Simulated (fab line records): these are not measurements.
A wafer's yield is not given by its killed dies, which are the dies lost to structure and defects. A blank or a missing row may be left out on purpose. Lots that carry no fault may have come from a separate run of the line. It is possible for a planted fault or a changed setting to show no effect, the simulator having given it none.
fab line records | flow nandHarc
record: lots: 12 wafers: 36 lastDay: 34
route steps=1302 shown A_M0@1159 THIN_TSV@1280 END@1302
lots untouched by any fault: they come from a run of this same line in which no faults occurred
startH: hours from the record's first day to the start of the lot's first wafer shown | waitH: hours elapsed since this lot's preceding step | " same as the row above | L1.1+2: one row covering several wafers at once | - no value, or no start was given | * or withheld: withheld | < > ~ a bound
route shown NAME@n: names a module that has steps shown in the file, with the first one's number in the route | usual: mean/standard deviation taken from wafers without a fault | same: alike in all rows | chamber/n: place in a boat | sites: per-site readings | _std_site: the values' standard deviation | _edge_site: inner sites' mean taken away from outer sites' mean | radiusMm: how far each site lies from the wafer's centre | mask NAME#n: copy n | behind: the most recent tool/chamber to have shaped the wafer | hold: cause of the lot's hold/its duration in hours/its outcome | device: the transistor (n, p or np) that didn't switch | end of line: the route-end tests of the same wafers | step lacking rows: just its recipe | killed: dies that structure and defects cost at the first sort, which is not the same as the wafer's yield | map: a wafer's dies, x killed, . not, _ none there
set.NAME: the run value of the setting; set.NAME@STEP: its run value at that earlier step | model.NAME: the simulator's own value behind a step, which no gauge read
a sample of lots followed through the steps of the route, with each step as a table and each wafer as a row
services: a tool's chamber out of use, with start hour (startH, from the record's first day; less than 0 if before it), hours out, and reason
== steps ==
step: NHARC_A_M0_PVD_21
recipe: targetThkA: 300 chamberPressurePa: 5 powerW: 5000 substrateTempC: 30 timeS: 20.49 material: Cu
usual: throttleValvePct: 29.8/1.3
columns lot.wafer tool chamber startH waitH throttleValvePct
L929.1 pvdSputter-03 - 535.51 - 30.6
L929.5 " - " " 30.4
L929.6 " - " " 29.3
L932.3 pvdSputter-02 - 545.13 - 31.0
L932.1 " - " " 27.9
L932.6 " - " " 31.4
L931.4 pvdSputter-03 - 552.24 - 29.8
L931.1 " - " " 26.9
L931.6 " - " " 30.5
L935.1 pvdSputter-01 - 566.88 - 29.6
L935.3 " - " " 29.5
L935.5 " - " " 29.8
L937.1 pvdSputter-02 - 595.25 - 31.2
L937.2 " - " " 31.2
L937.4 " - " " 27.9
L940.2 pvdSputter-03 - 648.41 - 27.0
L940.5 " - " " 27.2
L940.6 " - " " 30.5
L945.1 pvdSputter-03 - 669.73 - 29.9
L945.3 " - " " 27.1
L945.5 " - " " 30.0
L943.3 pvdSputter-03 - 677.68 - 27.2
L943.1 " - " " 30.4
L943.5 " - " " 30.2
L946.3 pvdSputter-03 - 692.31 - 30.0
L946.2 " - " " 29.9
L946.4 " - " " 30.0
L949.1 pvdSputter-01 - 718.57 - 29.1
L949.3 " - " " 29.7
L949.6 " - " " 32.2
L950.1 pvdSputter-02 - 736.78 - 29.7
L950.2 " - " " 31.5
L950.3 " - " " 30.4
L951.1 pvdSputter-02 - 776.54 - 27.6
L951.3 " - " " 29.6
L951.2 " - " " 30.0
step: NHARC_THIN_TSV_PRE_CLEAN_54
recipe: timeS: 30 tempC: 280 gas: H2/He
usual: heaterPowerW: 414/43
same: timeS: 30
columns lot.wafer tool chamber startH waitH heaterPowerW
L929.1 pvdSputter-01 - 560.45 0.1 462
L929.6 " - " " 501
L929.5 " - " " 378
L932.1 pvdSputter-03 - 574.70 0.1 382
L932.3 " - " " 408
L932.6 " - " " 403
L931.1 pvdSputter-03 - 582.73 0.1 405
L931.4 " - " " 373
L931.6 " - " " 426
L935.1 pvdSputter-03 - 595.64 0.1 447
L935.3 " - " " 382
L935.5 " - " " 396
L937.1 pvdSputter-01 - 626.35 0.1 409
L937.4 " - " " 455
L937.2 " - " " 505
L940.2 pvdSputter-01 - 678.00 0.1 388
L940.6 " - " " 466
L940.5 " - " " 503
L945.1 pvdSputter-02 - 696.91 0.0 421
L945.3 " - " " 350
L945.5 " - " " 416
L943.1 pvdSputter-03 - 710.40 0.1 392
L943.3 " - " " 386
L946.3 pvdSputter-01 - 720.75 0.1 396
L946.2 " - " " 422
L949.1 pvdSputter-01 - 751.36 0.1 403
L949.3 " - " " 431
L949.6 " - " " 470
L950.2 pvdSputter-02 - 769.93 0.1 405
L950.3 " - " " 361
L950.1 " - " " 381
L951.1 pvdSputter-01 - 804.03 0.1 391
L951.2 " - " " 427
L951.3 " - " " 466
step: NHARC_THIN_TSV_CD_MEAS_33
recipe: targetCdNm: 5000 landingEnergyEv: 500
usual: cdNm: 5001.2/1.7
same: landingEnergyEv: 500
columns lot.wafer tool chamber startH waitH cdNm
L929.1 cdSem-01 0 561.49 - 5000.4
L929.5 " 0 " " 4997.9
L929.6 " 0 " " 4999.2
L932.1 cdSem-01 0 575.77 - 4998.5
L932.3 " 0 " " 5004.8
L932.6 " 0 " " 5000.4
L931.1 cdSem-02 0 583.79 - 5000.9
L931.4 " 0 " " 5002.8
L931.6 " 0 " " 5003.0
L935.1 cdSem-01 0 596.71 - 5001.4
L935.3 " 0 " " 5002.3
L935.5 " 0 " " 4999.8
L937.1 cdSem-01 0 627.36 - 5003.6
L937.2 " 0 " " 5004.9
L937.4 " 0 " " 5001.4
L940.2 cdSem-02 0 679.05 - 4997.5
L940.5 " 0 " " 5001.2
L940.6 " 0 " " 5001.4
L945.1 cdSem-01 0 697.85 - 4997.7
L945.3 " 0 " " 5003.5
L945.5 " 0 " " 5001.7
L943.1 cdSem-03 0 711.47 - 5001.5
L943.3 " 0 " " 5000.1
L946.2 cdSem-03 0 721.82 - 5003.8
L946.3 " 0 " " 5004.4
L949.1 cdSem-01 0 752.28 - 5001.9
L949.3 " 0 " " 4999.2
L949.6 " 0 " " 5000.2
L950.1 cdSem-02 0 770.98 - 5001.8
L950.2 " 0 " " 4999.4
L950.3 " 0 " " 5000.7
L951.1 cdSem-02 0 805.11 - 5001.9
L951.2 " 0 " " 5002.5
L951.3 " 0 " " 5001.9
step: NHARC_THIN_TSV_ETCH_59
recipe: targetDepthA: 8800 icpW: 900 biasW: 100 Cl2_flow_sccm: 60 bcl3FlowSccm: 30 timeS: 138.1 chemistry: Cl2/BCl3
usual: bcl3FlowSccm: 30.00/0.094 chamberPressureMTorr: 10.000/0.0091 drypumpMotorCurrentA: 6.0/0.49 oesProductAu: 0.999/0.011 rfFwdPowerW: 896.0/3 throttleValvePct: 22.264/0.0087
same: timeS: 138.1
columns lot.wafer tool chamber startH waitH bcl3FlowSccm chamberPressureMTorr drypumpMotorCurrentA oesProductAu rfFwdPowerW rfHoursCounterH throttleValvePct
L929.1 rieMetal-02 0 561.79 0.1 30.00 10.012 5.2 0.992 896.1 2.0 22.254
L929.5 " 0 " " 30.10 9.996 5.2 0.982 892.7 - 22.265
L929.6 " 1 " " 30.05 9.984 6.1 1.014 892.5 - 22.269
L932.1 rieMetal-02 0 576.09 0.1 30.10 9.984 5.2 0.986 891.0 2.4 22.270
L932.3 " 1 " " 30.03 10.001 6.1 1.018 894.9 - 22.265
L932.6 " 0 " " 30.07 10.001 5.2 0.976 895.5 - 22.268
L931.1 rieMetal-01 0 584.11 0.2 29.85 9.993 5.3 0.991 899.7 0.0 22.274
L931.4 " 0 " " 29.96 9.991 5.3 0.989 898.8 - 22.271
L931.6 " 1 " " 30.19 10.011 6.3 0.990 897.1 - 22.256
L935.1 rieMetal-03 0 597.05 0.2 29.92 10.013 6.6 1.009 891.4 1.0 22.247
L935.3 " 0 " " 29.98 10.006 6.6 1.010 893.0 - 22.267
L935.5 " 0 " " 30.04 9.998 6.6 1.002 894.2 - 22.279
L937.1 rieMetal-02 0 627.64 0.1 30.22 10.017 5.2 0.979 897.9 3.4 22.258
L937.2 " 1 " " 29.94 10.001 6.1 1.023 897.9 3.4 22.262
L937.4 " 1 " " 29.96 10.017 6.1 1.018 896.5 - 22.268
L940.2 rieMetal-01 0 679.37 0.1 30.03 10.000 5.3 1.001 894.5 1.5 22.269
L940.5 " 1 " " 29.95 10.016 6.4 1.007 896.6 - 22.255
L940.6 " 0 " " 30.13 9.990 5.3 1.007 897.6 - 22.274
L945.1 rieMetal-02 1 698.14 0.1 30.02 10.001 6.1 0.996 894.4 1.1 22.272
L945.3 " 1 " " 30.23 10.008 6.1 0.992 891.3 - 22.249
L945.5 " 1 " " 30.05 10.011 6.1 0.994 896.2 - 22.255
L943.1 rieMetal-01 0 711.80 0.1 29.92 10.005 5.3 0.994 903.2 2.0 22.270
L943.3 " 1 " " 30.03 9.984 6.4 1.001 901.4 - 22.272
L946.2 rieMetal-02 1 722.19 0.2 29.89 9.989 6.1 1.000 895.2 - 22.256
L946.3 " 1 " " 30.04 9.999 6.2 1.013 894.9 - 22.262
L949.1 rieMetal-03 0 752.60 0.1 30.02 10.014 6.6 1.020 889.9 0.8 22.268
L949.3 " 0 " " 30.01 10.006 6.6 1.011 891.8 - 22.271
L949.6 " 1 " " 29.91 9.984 5.9 1.001 898.1 - 22.269
L950.1 rieMetal-03 0 771.27 0.1 30.07 10.003 6.6 1.011 895.5 1.3 22.269
L950.2 " 1 " " 30.22 9.998 5.9 1.004 895.9 1.3 22.244
L950.3 " 0 " " 29.94 10.003 6.6 1.017 895.2 - 22.256
L951.2 rieMetal-02 1 805.40 0.1 29.96 10.004 6.1 1.005 889.8 3.4 22.264
L951.1 " 0 " " 30.03 10.010 5.2 0.988 897.4 1.3 22.255
L951.3 " 0 " " 29.96 10.009 5.2 0.993 898.2 - 22.266
step: NHARC_END_SORT_01
recipe: tempC: 25
usual: defectLimitedYield: 91.6/2.8 killedAtArray: 52/18 killedAtOther: 0.6/0.83 killedAtPeriphery: 4.3/2.8 killedDies: 57/19 killedOpen: 3.4/2 killedShort: 2.5/1.7 sort_bin_2_pct: 3.0/1.1 sort_bin_3_pct: 0.6/0.41 sort_bin_4_pct: 4.7/1.6 sortNPass: 620/19 sortRimYieldPct: 91/3.7 sortYieldPct: 91.6/2.8
same: grossDies: 677 sort_bin_5_pct[%]: 0 sort_bin_6_pct[%]: 0 sort_bin_7_pct[%]: 0 sort_bin_8_pct[%]: 0 sortRimNGross: 106.00
columns lot.wafer tool chamber startH waitH defectLimitedYield[%] killedAtArray killedAtOther killedAtPeriphery killedDies killedOpen killedShort sort_bin_2_pct[%] sort_bin_3_pct[%] sort_bin_4_pct[%] sortNPass sortRimYieldPct[%] sortYieldPct[%]
L929.1 prober-01 0 572.47 2.5 89.8 61 3 5 69 1 1 4.0 0.6 5.6 608 91 89.8
L929.5 prober-01 0 575.70 3.7 87.7 72 0 11 83 6 4 2.8 0.9 8.6 594 90 87.7
L929.6 prober-01 0 576.51 4.0 90.0 63 2 3 68 2 2 3.1 0.3 6.6 609 91 90.0
L932.1 prober-02 0 588.38 2.5 88.2 68 0 12 80 10 3 4.9 0.7 6.2 597 92 88.2
L932.3 prober-02 0 589.99 3.1 89.4 63 0 9 72 4 0 2.8 0.6 7.2 605 87 89.4
L932.6 prober-02 0 592.40 4.0 88.0 71 0 10 81 3 3 3.1 1.5 7.4 596 90 88.0
L931.1 prober-01 0 592.81 2.5 96.0 24 0 3 27 0 8 1.2 0 2.8 650 91 96.0
L931.4 prober-01 0 595.20 3.4 97.6 12 1 3 16 2 1 0.3 0.1 1.9 661 96 97.6
L931.6 prober-01 0 596.79 4.0 95.3 25 2 5 32 6 2 0.9 0.4 3.4 645 93 95.3
L935.1 prober-01 0 606.61 2.5 90.3 61 0 5 66 6 3 3.4 0.6 5.8 611 95 90.3
L935.3 prober-01 0 608.24 3.1 91.4 55 1 2 58 2 1 3.4 0.6 4.6 619 97 91.4
L935.5 prober-01 0 609.86 3.7 90.0 66 0 2 68 2 5 3.0 0.7 6.4 609 93 90.0
L937.1 prober-01 0 639.42 2.5 91.4 55 1 2 58 3 3 3.4 0.4 4.7 619 92 91.4
L937.2 prober-01 0 640.22 2.8 90.1 64 1 2 67 2 2 4.4 0.7 4.7 610 93 90.1
L937.4 prober-01 0 641.82 3.4 91.7 53 0 3 56 4 4 3.2 0.4 4.6 621 92 91.7
L940.2 prober-01 0 689.02 2.8 93.6 37 1 5 43 4 3 2.7 0 3.7 634 88 93.6
L940.5 prober-01 0 691.41 3.7 94.8 31 0 4 35 4 2 3.2 0.4 1.5 642 92 94.8
L940.6 prober-01 0 692.21 4.0 95.0 25 1 8 34 3 2 2.1 0 3.0 643 91 95.0
L945.1 prober-01 0 714.23 2.5 93.9 32 0 9 41 7 3 2.2 0 3.8 636 92 93.9
L945.3 prober-01 0 715.85 3.1 94.1 31 4 5 40 1 1 1.8 0.6 3.5 637 94 94.1
L945.5 prober-01 0 717.48 3.7 93.8 32 1 9 42 3 2 2.1 0.1 4.0 635 92 93.8
L943.1 prober-02 0 722.11 2.5 94.8 32 0 3 35 2 2 1.8 0.4 3.0 642 93 94.8
L943.3 prober-02 0 723.73 3.1 92.8 42 1 6 49 5 3 2.4 0.1 4.7 628 86 92.8
L943.5 prober-02 0 725.36 3.8 0 673 1 3 677 4 1 96.2 0.4 3.4 0 0 0
L946.2 prober-01 0 732.12 2.8 89.4 63 0 9 72 8 2 4.9 0.7 5.0 605 91 89.4
L946.3 prober-01 0 732.93 3.1 87.9 72 1 9 82 4 0 4.0 0.6 7.5 595 89 87.9
L946.4 prober-01 0 733.75 3.5 0.3 670 0 5 675 4 0 92.5 0.9 6.4 2 0 0.3
L949.1 prober-01 0 765.28 2.5 92.5 46 2 3 51 1 5 3.0 1.0 3.5 626 81 92.5
L949.3 prober-01 0 766.87 3.1 92.3 42 0 10 52 2 2 3.5 0.4 3.7 625 86 92.3
L949.6 prober-01 0 769.25 4.0 91.9 49 0 6 55 3 2 2.8 0.7 4.6 622 87 91.9
L950.1 prober-02 0 780.05 2.5 93.6 35 0 8 43 3 2 2.5 0.4 3.4 634 89 93.6
L950.2 prober-02 0 780.86 2.8 95.9 25 0 3 28 0 1 2.7 0.3 1.2 649 91 95.9
L950.3 prober-02 0 781.66 3.1 93.6 39 0 4 43 2 2 1.8 0.4 4.1 634 88 93.6
L951.1 prober-01 0 814.14 2.5 93.1 45 0 2 47 2 2 2.5 0.7 3.7 630 89 93.1
L951.2 prober-01 0 814.95 2.8 93.4 44 0 1 45 6 1 2.4 0.4 3.8 632 92 93.4
L951.3 prober-01 0 815.75 3.1 91.4 53 2 3 58 3 4 2.8 0.6 5.2 619 85 91.4
killed by level:class
L929.1 A_CHANNEL_HOLE_D2:chamberFilmFlake=38 A_SLIT:chamberFilmFlake=11 A_CHANNEL_HOLE_D1:chamberFilmFlake=3 A_CONTACT:chamberFilmFlake=3 THIN_TSV:chamberFilmFlake=3 P_GATE:chamberFilmFlake=2 P_M2:chamberFilmFlake=2 A_WL_FILL:chamberFilmFlake=2
L929.5 A_CHANNEL_HOLE_D2:chamberFilmFlake=38 A_SLIT:chamberFilmFlake=15 P_GATE:chamberFilmFlake=5 A_SGD_CUT:geometricParticle:short=3 A_CONTACT:chamberFilmFlake=3 A_BLC:chamberFilmFlake=3 P_STI:chamberFilmFlake=2 P_M2:chamberFilmFlake=2
L929.6 A_CHANNEL_HOLE_D2:chamberFilmFlake=34 A_SLIT:chamberFilmFlake=13 A_CONTACT:chamberFilmFlake=7 A_STAIRCASE:chamberFilmFlake=3 P_ZERO_WELL:chamberFilmFlake=2 A_CHANNEL_HOLE_D1:chamberFilmFlake=2 THIN_TSV:chamberFilmFlake=2 P_M0:geometricParticle:short=1
L932.1 A_CHANNEL_HOLE_D1:chamberFilmFlake=32 A_SLIT:chamberFilmFlake=19 P_GATE:chamberFilmFlake=5 A_CONTACT:chamberFilmFlake=4 A_CHANNEL_HOLE_D2:chamberFilmFlake=4 P_STI:geometricParticle:open=2 P_CONTACT:geometricParticle:open=2 P_M0:geometricParticle:open=2
L932.3 A_CHANNEL_HOLE_D1:chamberFilmFlake=32 A_SLIT:chamberFilmFlake=13 A_CHANNEL_HOLE_D2:chamberFilmFlake=7 P_GATE:chamberFilmFlake=5 A_STAIRCASE:chamberFilmFlake=4 A_CONTACT:chamberFilmFlake=4 P_CONTACT:geometricParticle:open=2 P_M1:chamberFilmFlake=2
L932.6 A_CHANNEL_HOLE_D1:chamberFilmFlake=40 A_SLIT:chamberFilmFlake=19 P_GATE:chamberFilmFlake=8 A_CONTACT:chamberFilmFlake=3 P_GATE:geometricParticle:short=1 A_ONON_D1:geometricParticle:open=1 A_CHANNEL_FILL_D1:geometricParticle:short=1 A_DECK1_JOINT:geometricParticle:short=1
L931.1 A_STAIRCASE:chamberFilmFlake=5 A_CHANNEL_HOLE_D2:chamberFilmFlake=4 A_CONTACT:chamberFilmFlake=4 A_ONON_D2:geometricParticle:short=3 A_CHANNEL_HOLE_D1:chamberFilmFlake=3 P_STI:chamberFilmFlake=2 P_M0:geometricParticle:short=1 A_ONON_D1:geometricParticle:short=1
L931.4 A_STAIRCASE:chamberFilmFlake=6 A_CHANNEL_HOLE_D2:chamberFilmFlake=3 P_GATE:chamberFilmFlake=2 P_CONTACT:geometricParticle:open=1 A_SGD_CUT:geometricParticle:open=1 STARTING-WAFER:geometricParticle:short=1 A_CHANNEL_FILL_D1:chamberFilmFlake=1 A_CONTACT:chamberFilmFlake=1
L931.6 A_STAIRCASE:chamberFilmFlake=7 A_CHANNEL_HOLE_D2:chamberFilmFlake=6 A_CONTACT:chamberFilmFlake=3 P_M0:geometricParticle:open=2 A_M0:geometricParticle:open=2 A_CHANNEL_HOLE_D1:chamberFilmFlake=2 A_SLIT:chamberFilmFlake=2 THIN_TSV:chamberFilmFlake=2
L935.1 A_CHANNEL_HOLE_D1:chamberFilmFlake=34 A_CHANNEL_HOLE_D2:chamberFilmFlake=10 A_STAIRCASE:chamberFilmFlake=4 A_CONTACT:chamberFilmFlake=4 P_GATE:geometricParticle:open=2 P_M0:geometricParticle:open=1 A_ONON_D1:geometricParticle:open=1 A_ONON_D2:geometricParticle:short=1
L935.3 A_CHANNEL_HOLE_D1:chamberFilmFlake=34 A_CHANNEL_HOLE_D2:chamberFilmFlake=11 A_STAIRCASE:chamberFilmFlake=3 P_GATE:chamberFilmFlake=2 A_CONTACT:chamberFilmFlake=2 A_CHANNEL_HOLE_D1:geometricParticle:open=1 A_DECK1_JOINT:geometricParticle:short=1 A_ONON_D2:geometricParticle:open=1
L935.5 A_CHANNEL_HOLE_D1:chamberFilmFlake=33 A_CHANNEL_HOLE_D2:chamberFilmFlake=8 A_SLIT:chamberFilmFlake=7 A_CONTACT:chamberFilmFlake=5 A_ZERO_WELL:chamberFilmFlake=4 A_ONON_D2:geometricParticle:short=3 A_ONON_D1:geometricParticle:short=2 P_GATE:geometricParticle:open=1
L937.1 A_CHANNEL_HOLE_D1:chamberFilmFlake=32 A_STAIRCASE:chamberFilmFlake=8 A_CHANNEL_HOLE_D2:chamberFilmFlake=4 A_CONTACT:chamberFilmFlake=2 A_CHANNEL_FILL_D1:geometricParticle:short=1 A_CHANNEL_FILL_D2:geometricParticle:short=1 A_WL_FILL:geometricParticle:short=1 A_M0:geometricParticle:open=1
L937.2 A_CHANNEL_HOLE_D1:chamberFilmFlake=33 A_STAIRCASE:chamberFilmFlake=9 A_CHANNEL_HOLE_D2:chamberFilmFlake=7 A_CONTACT:chamberFilmFlake=4 A_CHANNEL_FILL_D2:chamberFilmFlake=3 A_ZERO_WELL:chamberFilmFlake=2 A_WL_FILL:chamberFilmFlake=2 P_STI:geometricParticle:open=1
L937.4 A_CHANNEL_HOLE_D1:chamberFilmFlake=23 A_STAIRCASE:chamberFilmFlake=10 A_CHANNEL_HOLE_D2:chamberFilmFlake=6 A_DECK1_JOINT:chamberFilmFlake=3 P_CONTACT:geometricParticle:open=2 A_SLIT:chamberFilmFlake=2 P_GATE:geometricParticle:short=1 A_ONON_D1:geometricParticle:short=1
L940.2 A_SLIT:chamberFilmFlake=18 A_CHANNEL_HOLE_D1:chamberFilmFlake=5 A_ONON_D1:geometricParticle:short=3 P_STI:chamberFilmFlake=2 P_CONTACT:chamberFilmFlake=2 A_CONTACT:chamberFilmFlake=2 A_ONON_D1:geometricParticle:open=1 A_DECK1_JOINT:geometricParticle:open=1
L940.5 A_SLIT:chamberFilmFlake=17 P_CONTACT:chamberFilmFlake=3 A_BLC:geometricParticle:open=2 A_CHANNEL_HOLE_D1:chamberFilmFlake=2 A_ONON_D1:geometricParticle:short=1 A_WL_FILL:geometricParticle:short=1 A_WL_FILL:geometricParticle:open=1 A_M0:geometricParticle:open=1
L940.6 A_SLIT:chamberFilmFlake=12 P_CONTACT:chamberFilmFlake=6 A_DECK1_JOINT:chamberFilmFlake=2 A_STAIRCASE:chamberFilmFlake=2 A_WL_FILL:chamberFilmFlake=2 P_GATE:geometricParticle:open=1 A_CHANNEL_FILL_D1:geometricParticle:short=1 A_CHANNEL_FILL_D1:geometricParticle:open=1
L945.1 A_CHANNEL_HOLE_D1:chamberFilmFlake=10 P_GATE:chamberFilmFlake=6 A_SLIT:chamberFilmFlake=5 A_CHANNEL_FILL_D2:chamberFilmFlake=3 A_DECK1_JOINT:geometricParticle:open=2 A_ONON_D2:geometricParticle:open=2 A_M0:geometricParticle:open=2 P_ZERO_WELL:chamberFilmFlake=2
L945.3 A_CHANNEL_HOLE_D1:chamberFilmFlake=12 A_SLIT:chamberFilmFlake=6 A_CONTACT:chamberFilmFlake=6 P_GATE:chamberFilmFlake=5 A_STAIRCASE:chamberFilmFlake=4 THIN_TSV:chamberFilmFlake=3 A_CHANNEL_HOLE_D1:geometricParticle:open=1 STARTING-WAFER:geometricParticle:short=1
L945.5 A_CHANNEL_HOLE_D1:chamberFilmFlake=11 P_GATE:chamberFilmFlake=8 A_CONTACT:chamberFilmFlake=6 A_STAIRCASE:chamberFilmFlake=5 A_SLIT:chamberFilmFlake=4 A_ONON_D1:geometricParticle:open=1 A_ONON_D2:geometricParticle:short=1 A_CHANNEL_HOLE_D2:geometricParticle:short=1
L943.1 A_SLIT:chamberFilmFlake=20 A_M0:chamberFilmFlake=4 A_CONTACT:chamberFilmFlake=3 A_WL_FILL:chamberFilmFlake=2 P_CONTACT:geometricParticle:open=1 P_M0:geometricParticle:open=1 A_WL_FILL:geometricParticle:short=1 A_CONTACT:geometricParticle:short=1
L943.3 A_SLIT:chamberFilmFlake=19 A_CHANNEL_HOLE_D1:chamberFilmFlake=6 A_CONTACT:chamberFilmFlake=4 P_ZERO_WELL:chamberFilmFlake=3 A_M0:geometricParticle:open=2 A_CHANNEL_FILL_D2:chamberFilmFlake=2 A_WL_FILL:chamberFilmFlake=2 A_M0:chamberFilmFlake=2
L943.5 A_M0:areaPvd=640 A_SLIT:chamberFilmFlake=14 A_CONTACT:chamberFilmFlake=7 A_CHANNEL_HOLE_D1:chamberFilmFlake=3 A_CHANNEL_FILL_D2:chamberFilmFlake=3 A_CHANNEL_FILL_D2:geometricParticle:open=2 P_M0:geometricParticle:open=1 A_ONON_D1:geometricParticle:short=1
L946.2 A_CHANNEL_HOLE_D1:chamberFilmFlake=27 A_SLIT:chamberFilmFlake=17 A_CONTACT:chamberFilmFlake=6 A_STAIRCASE:chamberFilmFlake=5 P_ZERO_WELL:chamberFilmFlake=3 P_CONTACT:chamberFilmFlake=2 P_CONTACT:geometricParticle:open=1 P_M0:geometricParticle:open=1
L946.3 A_CHANNEL_HOLE_D1:chamberFilmFlake=35 A_SLIT:chamberFilmFlake=18 A_STAIRCASE:chamberFilmFlake=11 P_CONTACT:chamberFilmFlake=6 A_WL_FILL:chamberFilmFlake=3 P_GATE:geometricParticle:open=2 A_CONTACT:chamberFilmFlake=2 A_ONON_D1:geometricParticle:open=1
L946.4 A_M0:areaPvd=600 A_CHANNEL_HOLE_D1:chamberFilmFlake=31 A_SLIT:chamberFilmFlake=22 A_STAIRCASE:chamberFilmFlake=10 A_CONTACT:chamberFilmFlake=5 P_M0:geometricParticle:open=2 P_CONTACT:geometricParticle:open=1 A_ONON_D2:geometricParticle:open=1
L949.1 A_SLIT:chamberFilmFlake=17 A_CHANNEL_HOLE_D1:chamberFilmFlake=8 A_STAIRCASE:chamberFilmFlake=5 A_M1:chamberFilmFlake=4 A_SGD_CUT:chamberFilmFlake=3 A_CHANNEL_HOLE_D2:chamberFilmFlake=2 P_M0:geometricParticle:open=1 A_ONON_D1:geometricParticle:short=1
L949.3 A_SLIT:chamberFilmFlake=17 A_STAIRCASE:chamberFilmFlake=11 P_M1:chamberFilmFlake=5 A_CHANNEL_HOLE_D1:chamberFilmFlake=4 A_M1:chamberFilmFlake=3 P_STI:chamberFilmFlake=2 A_SGD_CUT:chamberFilmFlake=2 P_M0:geometricParticle:open=1
L949.6 A_SLIT:chamberFilmFlake=14 A_STAIRCASE:chamberFilmFlake=9 A_CHANNEL_HOLE_D1:chamberFilmFlake=8 P_M1:chamberFilmFlake=5 A_M1:chamberFilmFlake=5 A_WL_FILL:chamberFilmFlake=3 A_CONTACT:chamberFilmFlake=3 A_BLC:geometricParticle:open=2
L950.1 A_CHANNEL_HOLE_D2:chamberFilmFlake=13 A_SLIT:chamberFilmFlake=13 P_GATE:chamberFilmFlake=6 A_CONTACT:chamberFilmFlake=3 P_M0:geometricParticle:open=1 P_M1:geometricParticle:short=1 A_CHANNEL_HOLE_D1:geometricParticle:open=1 A_WL_FILL:geometricParticle:short=1
L950.2 A_SLIT:chamberFilmFlake=14 A_CHANNEL_HOLE_D2:chamberFilmFlake=4 P_GATE:chamberFilmFlake=2 A_STAIRCASE:chamberFilmFlake=2 A_CONTACT:chamberFilmFlake=2 A_BLC:geometricParticle:short=1 P_STI:chamberFilmFlake=1 A_CHANNEL_HOLE_D1:chamberFilmFlake=1
L950.3 A_SLIT:chamberFilmFlake=12 A_CHANNEL_HOLE_D2:chamberFilmFlake=11 A_CONTACT:chamberFilmFlake=5 A_STAIRCASE:chamberFilmFlake=5 P_GATE:chamberFilmFlake=3 A_CHANNEL_HOLE_D1:chamberFilmFlake=2 P_CONTACT:geometricParticle:open=1 A_DECK1_JOINT:geometricParticle:short=1
L951.1 A_CHANNEL_HOLE_D2:chamberFilmFlake=13 A_CONTACT:chamberFilmFlake=12 A_SLIT:chamberFilmFlake=9 A_CHANNEL_HOLE_D1:chamberFilmFlake=6 P_M1:geometricParticle:open=1 A_ONON_D1:geometricParticle:open=1 A_CHANNEL_FILL_D1:geometricParticle:short=1 A_M0:geometricParticle:short=1
L951.2 A_CHANNEL_HOLE_D2:chamberFilmFlake=13 A_SLIT:chamberFilmFlake=9 A_CONTACT:chamberFilmFlake=7 A_CHANNEL_HOLE_D1:chamberFilmFlake=4 A_BLC:geometricParticle:open=2 A_DECK1_JOINT:chamberFilmFlake=2 A_CHANNEL_FILL_D1:geometricParticle:short=1 A_DECK1_JOINT:geometricParticle:open=1
L951.3 A_CHANNEL_HOLE_D2:chamberFilmFlake=15 A_SLIT:chamberFilmFlake=13 A_CONTACT:chamberFilmFlake=12 A_CHANNEL_HOLE_D1:chamberFilmFlake=6 A_ONON_D1:geometricParticle:open=2 A_ONON_D1:geometricParticle:short=2 P_ZERO_WELL:chamberFilmFlake=2 THIN_TSV:chamberFilmFlake=2
== services ==
columns tool chamber startH hours kind
rieMetal-03 - 519.00 9.0 pm
pvdSputter-02 - 524.96 4.8 repair
pvdSputter-01 - 531.38 3.2 repair
pvdSputter-03 - 539.25 10.0 pm
rieMetal-03 - 557.76 0.6 repair
pvdSputter-02 - 569.64 9.8 repair
rieMetal-01 - 575.00 9.0 pm
pvdSputter-01 - 582.00 10.0 pm
rieMetal-02 - 631.00 9.0 pm
pvdSputter-02 - 638.00 10.0 pm
pvdSputter-01 - 649.41 1.6 repair
pvdSputter-03 - 664.65 2.6 repair
rieMetal-02 0 667.23 60.8 repair
pvdSputter-01 - 673.64 2.6 repair
pvdSputter-03 - 689.49 1.0 repair
rieMetal-03 - 696.00 9.0 pm
pvdSputter-03 - 707.48 2.2 repair
pvdSputter-02 - 716.29 4.6 repair
pvdSputter-03 - 717.25 10.0 pm
pvdSputter-01 - 736.19 0.5 repair
rieMetal-01 0 742.67 2.2 repair
pvdSputter-01 - 760.00 10.0 pm
rieMetal-03 - 783.31 0.4 repair
pvdSputter-02 - 783.80 5.1 repair
== key ==
firstSign: step: NHARC_END_SORT_01 reading: sort_bin_2_pct direction: up sigmas: 81 usual: 3.0 struck: 94.3
effect: step: NHARC_END_SORT_01 reading: killedAtArray direction: up sigmas: 34 usual: 52 struck: 672
moreKillsBornAt: NHARC_A_M0_PVD_21@pvdSputter-03: 1240
metAt NHARC_A_M0_PVD_21
struckLots L943,L946
struckWafers L943.5,L946.4
laterRowsLeftOut L943.5,L946.4
notActingAt NHARC_THIN_TSV_PRE_CLEAN_54,NHARC_THIN_TSV_CD_MEAS_33,NHARC_THIN_TSV_ETCH_59
onsetBetween 669.73 677.68
fault: kind: processParameterDrift tool: pvdSputter-03 chamber: - onsetH: 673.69 steps: NHARC_A_M0_PVD_21 channel: targetThkA offset: * shape: step endH: 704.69 actsIn: * stated: * scope: struckWafersOnly
laterRowsLeftOut: the simulator's readings of these wafers behind a module that went badly wrong aren't trusted and aren't shown, but for the sort
